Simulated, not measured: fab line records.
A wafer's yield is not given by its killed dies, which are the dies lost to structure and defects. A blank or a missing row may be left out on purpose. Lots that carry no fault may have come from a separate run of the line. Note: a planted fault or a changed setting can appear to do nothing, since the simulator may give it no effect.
Chamber matching    flow nand harc    rie diel-06 running NHARC_A_SGD_CUT_ETCH_58: 4 sister chambers
The step etches the open film in CF4, target depth 39 nm, time 65 s. 14 wafers are shown with their chamber, then 7 later ones without.

== WAFERS PAIRED WITH THEIR CHAMBERS ==
wafer   chamber  drypump motor current A (A)  run length s (s)  rf vpp V (V)
L860.2  0        5.3                          86.3              150.7
L860.3  3        5.7                          85.8              149.7
L860.4  1        5.6                          86.3              151.7
L864.2  2        5.0                          86.4              152.7
L864.3  1        5.6                          86.9              152.4
L864.5  0        5.3                          86.4              151.0
L867.1  3        5.8                          85.8              150.7
L867.4  1        5.6                          86.8              151.5
L867.6  1        5.6                          86.2              151.1
L868.2  3        5.8                          85.7              151.3
L870.2  1        5.6                          86.8              152.6
L870.5  0        5.3                          87.3              151.1
L877.2  1        5.6                          86.3              149.9
L877.4  0        5.3                          86.8              151.8

SIGNATURES, as means of the wafers listed above
reading                  chamber 0  chamber 1  chamber 2  chamber 3  scatter within a chamber
drypump motor current A  5.300      5.600      5.000      5.767      0.0258
run length s             86.700     86.550     86.400     85.767     0.335
rf vpp V                 151.150    151.533    152.700    150.567    0.82
Rule: a wafer lies at a distance from a chamber equal to the root of the sum of squares, over the readings, of (its reading less the chamber's mean, divided by the reading's scatter). If the next closest chamber is less than 2 further off than the closest, the wafer can't be placed; otherwise it belongs to the closest. The scatter: take each reading less its chamber's mean, square it, sum over the shown wafers, divide by the number of wafers less the number of chambers, and take the root.

== WAFERS MISSING THEIR CHAMBER ==
wafer   drypump motor current A (A)  run length s (s)  rf vpp V (V)
L877.6  5.8                          86.1              150.7
L879.2  5.0                          85.8              151.3
L879.5  5.6                          86.4              152.8
L879.6  5.0                          85.8              152.9
L881.1  5.7                          86.1              151.7
L881.5  5.3                          86.4              151.7
L881.6  5.6                          86.9              150.0

== EACH ONE'S CHAMBER ==
wafer   from the rows above      in truth
L877.6  3                        3
L879.2  2                        2
L879.5  1                        1
L879.6  2                        2
L881.1  can't be placed: 3 or 1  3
L881.5  0                        0
L881.6  1                        1
Correct placement for 6 of the 7. These rows do not allow placing 1 (true chamber among the candidates in 1). Number placed wrongly: 0.
